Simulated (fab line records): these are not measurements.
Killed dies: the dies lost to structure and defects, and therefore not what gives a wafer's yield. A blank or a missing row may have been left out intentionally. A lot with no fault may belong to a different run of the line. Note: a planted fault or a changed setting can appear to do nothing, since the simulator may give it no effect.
Code-filled problem report in 8D (eight disciplines) form | flow n5_finfet | the parts of the form that need people (team, actions taken, sign-off) are left out

## 1. WHAT WENT WRONG
Wafers without a fault read 107 s, standard deviation 8.5; time_to_endpoint_s at N5_STI_FIN_REVEAL_CMP_04 reads a mean of 58 s on 2 wafers belonging to 2 lots. That puts it -5.8 standard deviations away from the usual mean.
The step: polishes, stops on Si3N4, t overpolish 4 s, target thk 131.83 nm.
First seen on wafer L376.4, day 4 03:07, on cmp-02. At this step, 33 wafers from 12 lots have a number in the record. The rule behind "out" and "out of limits": a value lying over 4 standard deviations away from the usual mean. All remaining wafers that have a number are taken as sound.

## 2. WHAT IT IS, AND WHAT IT ISN'T
question                    | is                 | is not
which readings at this step | time_to_endpoint_s | overpolish_run_s, pad_life_wafers
which lots                  | L376, L381         | L369, L373, L382, L383, L384, L385, L388, L390, L391, L392
which wafers of those lots  | L376.4, L381.4     | L376.3, L381.2, L381.6
read on which tools         | cmp-02             | cmp-01, cmp-04
when                        | from day 4 03:07   | up to then (7 sound wafers); but 24 sound wafers of L381, L382, L383, L384, L385, L388, L390, L391, L392 came after

## 3. WHAT RULES OUT EACH SUSPECT
Counting: a tool at a process step up to the reading stays a suspect if it ran every lot that is out. Sound lots after the first of them don't rule it out here, since some wafers of a struck lot are sound.
- rie_diel-01 at N5_FIN_SAQP_SPACER2_ETCHBACK_29 (etches SiO2 in CHF3/O2, target depth 12.2 nm, time 6.1 s): kept. It processed each lot that is out (first: L376, day 3 19:25); up to then, its last sound lot is L369 (day 2 03:43).
- cmp-02 at N5_STI_FIN_REVEAL_CMP_04 (polishes, stops on Si3N4, t overpolish 4 s, target thk 131.83 nm): kept. It ran every lot that is out, first L376 (day 4 03:07). Out on those wafers are its own readings of time_to_endpoint_s.
Remaining after the count are rie_diel-01 at N5_FIN_SAQP_SPACER2_ETCHBACK_29 and cmp-02 at N5_STI_FIN_REVEAL_CMP_04.

## 4. THE CAUSE (what the simulator had put in)
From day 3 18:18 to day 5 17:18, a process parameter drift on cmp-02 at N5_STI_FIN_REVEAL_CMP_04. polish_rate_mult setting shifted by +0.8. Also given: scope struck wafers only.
Of the 2 suspects that counting leaves, this tool is one.

## 5. THE CHAIN OF EFFECTS, in route order
Each row: a reading where the mean over the struck wafers with a number is more than 3 standard deviations away from the usual. Readings are gone through only where the record gives a usual standard deviation; hours: the median, over the lots, of the time from a lot's start at the first step in this table giving one to that lot's start at this step; sigmas: the change measured in usual standard deviations.
hours | step                     | reading            | usual | on struck wafers | change | sigmas
0     | N5_STI_FIN_REVEAL_CMP_04 | time_to_endpoint_s | 107 s | 58               | -49    | -5.8
The process steps in it:
- N5_STI_FIN_REVEAL_CMP_04: polishes, stops on Si3N4, t overpolish 4 s, target thk 131.83 nm.
Later steps that measure or inspect, where all struck wafers having a row at the step show a number for every such reading and not one has moved that far: N5_STI_FIN_REVEAL_THK_MEAS_05.

## 6. HOW IT WOULD HAVE BEEN CAUGHT EARLIER
In this record the first reading out of limits was taken at day 4 03:07, 9 hours after the fault began at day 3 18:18.
